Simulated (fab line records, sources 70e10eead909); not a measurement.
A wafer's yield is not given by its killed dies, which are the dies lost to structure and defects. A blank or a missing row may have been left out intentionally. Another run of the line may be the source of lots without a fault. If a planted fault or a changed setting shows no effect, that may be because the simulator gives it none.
Struck lot and sound lot, side by side | flow nandHarc | 37 steps out of a route of 1159
Sound: wafers L775.3, L775.5, L775.6. The struck wafers were L781.1, L781.2, L781.5. The cause is given at the end.
Each step with rows lists, per side, the tool, then ch with its chambers, then its first start. Under that, the readings that differ: sound wafers | struck wafers | difference of the means | sigmas: that difference in standard deviations of wafers without a fault.
alike: words and numbers the same on both sides, and readings whose means are apart by under 2 such deviations; not compared: readings that were withheld, readings missing a value for some wafer, numbers with overlapping values and no deviation given by the record, and bounds like >300 which may hide the same value.
The two part at a step that has a row with sigmas, a row that says differs or no value, or rows on one side only. Numbers that have no deviation but don't overlap get no sigmas and don't part them. A reading missing from all wafers of one side parts the sides only when that side holds two or more wafers.

first, 2 steps without rows for these wafers: NHARC_A_SLIT_ETCH_26 (etches the open film in C4F8/O2/Ar, time 90 s, target depth 400 nm); NHARC_A_SLIT_STRIP_28 (strips in O2/COS).
NHARC_A_SLIT_ETCH_29: etches the open film in CF4/O2, target depth 100 nm, overetch 10 nm, time 55 s.
  sound on rieDiel-03 ch 0,1,3, day 14 17:58; struck on rieDiel-03 ch 2,3, day 15 15:42
reading    | sound             | struck            | difference | sigmas
rfVppV (V) | 196.5 199.0 197.8 | 195.4 194.9 195.8 | -2.4       | -2
  alike: drypumpMotorCurrentA, oes_ar_750_au, oesProductAu, showerheadPlenumPTorr, throttleValvePct
  not compared: rfHoursCounterH
then, 3 steps without rows for these wafers: NHARC_A_SLIT_STRIP_18 (strips in O2); NHARC_A_SLIT_PRECLEAN_19 (cleans in SC1); NHARC_A_SLIT_SRD_20.
NHARC_A_SLIT_CD_MEAS_21:
  sound on cdSem-03, day 14 18:29; struck on cdSem-03, day 15 16:13
  alike: cdNm
then, 3 steps without rows for these wafers: NHARC_A_SIN_REMOVE_WET_00 (chemistry H3PO4, time 15300 s); NHARC_A_SIN_REMOVE_PRECLEAN_01 (cleans in SC1); NHARC_A_SIN_REMOVE_SRD_02.
NHARC_A_SIN_REMOVE_INSPECT_04:
  sound on defectInspect-01, day 15 01:34; struck on defectInspect-01, day 15 23:59
  alike: rawDefectCount
NHARC_A_WL_FILL_ALD_00: deposits Al2O3, target thk 3 nm, pulse time 3 s, ald cycles 30.
  sound on aldHk-03 ch 0,3, day 15 01:40; struck on aldHk-03 ch 1,2,3, day 16 01:21
  alike: heaterPowerW, precursorPulseHeightRel
then, 1 step without rows for these wafers: NHARC_A_WL_FILL_RTA_01 (time 5 s).
NHARC_A_WL_FILL_ALD_02: deposits TiN, target thk 2 nm, pulse time 3 s, ald cycles 100.
  sound on aldMetal-01 ch 0,1,2, day 15 02:13; struck on aldMetal-02 ch 1,2, day 16 01:48
  alike: heaterPowerW, precursorPulseHeightRel
then, 9 steps without rows for these wafers: NHARC_A_WL_FILL_CVD_03 (deposits W, target thk 40 nm, time 3302 s); NHARC_A_WL_FILL_ETCHBACK_04 (etches the open film in NF3, target depth 60 nm, time 120 s); NHARC_A_WL_FILL_ETCHBACK_05 (etches the open film in Cl2/BCl3, target depth 22 nm, time 60 s); NHARC_A_WL_FILL_STRIP_27 (strips in N2/H2, time 20 s); NHARC_A_WL_FILL_STRIP_28 (strips in post etch residue remover, time 1200 s); NHARC_A_WL_FILL_PRECLEAN_06 (cleans in DIW, time 300 s); NHARC_A_WL_FILL_SRD_07; NHARC_A_WL_FILL_ANNEAL_08 (time 1800 s); NHARC_A_WL_FILL_ALD_10 (deposits SiO2, target thk 50 nm, pulse time 10 s, ald cycles 500).
NHARC_A_WL_FILL_ETCHBACK_16: etches the open film in C4F8/O2/Ar, target depth 88 nm, time 17.6 s.
  sound: rieDiel-08 ch 0,1; struck: rieDiel-13 ch 2,3
  alike: oesProductAu, rfVppV
  not compared: rfHoursCounterH
NHARC_A_WL_FILL_STRIP_29: strips in O2, time 20 s.
  sound on rieDiel-08 ch 2,3, day 15 20:36; struck on rieDiel-13 ch 0,1,3, day 16 16:26
reading                  | sound       | struck      | difference | sigmas
drypumpMotorCurrentA (A) | 6.2 6.4 6.2 | 5.2 5.9 5.1 | -0.9       | -2
  alike: oesProductAu, rfVppV, showerheadPlenumPTorr, throttleValvePct
  not compared: rfHoursCounterH
then, 7 steps without rows for these wafers: NHARC_A_WL_FILL_ETCHBACK_17 (etches the open film in Cl2/BCl3, target depth 4 nm, time 26.7 s); NHARC_A_WL_FILL_PRECLEAN_18 (cleans in dHF, time 30 s); NHARC_A_WL_FILL_SRD_21; NHARC_A_WL_FILL_CVD_23 (deposits poly-Si, target thk 40 nm, time 800 s); NHARC_A_WL_FILL_ETCHBACK_26 (etches the open film in HBr, target depth 52 nm, time 13.3 s); NHARC_A_WL_FILL_PRECLEAN_30 (cleans in dHF, time 10 s); NHARC_A_WL_FILL_SRD_14.
NHARC_A_WL_FILL_ALD_19: deposits TiN, target thk 2 nm, pulse time 3 s, ald cycles 100.
  sound on aldMetal-03 ch 0,2,3, day 16 02:23; struck on aldMetal-02 ch 2,3, day 16 22:10
reading          | sound          | struck       | difference | sigmas
heaterPowerW (W) | 1208 1077 1124 | 911 1046 894 | -186       | -2
  alike: precursorPulseHeightRel
then, 3 steps without rows for these wafers: NHARC_A_WL_FILL_CVD_20 (deposits W, target thk 75 nm, time 5064 s); NHARC_A_WL_FILL_CMP_12 (polishes, t overpolish 30 s, target thk 75 nm); NHARC_A_WL_FILL_SRD_31.
-- jump in the record: it breaks off in module A_WL_FILL and resumes in module END (first step shown: number 1159 of the route), and 5 days separate the struck wafers' starts before and after --
NHARC_END_SORT_01:
  sound on prober-01 ch 0, day 20 03:01; struck on prober-01 ch 0, day 21 14:32
reading       | sound    | struck     | difference | sigmas
killedAtArray | 17 27 25 | 81 116 131 | +86        | +8
killedDies    | 18 28 26 | 84 121 133 | +89        | +8
  alike: killedAtOther, killedAtPeriphery, killedOpen, killedShort

## WHERE THEY PART
Last at NHARC_END_SORT_01 as far as this record goes, first at NHARC_A_SLIT_ETCH_29.

WHY: the cause the simulator had injected
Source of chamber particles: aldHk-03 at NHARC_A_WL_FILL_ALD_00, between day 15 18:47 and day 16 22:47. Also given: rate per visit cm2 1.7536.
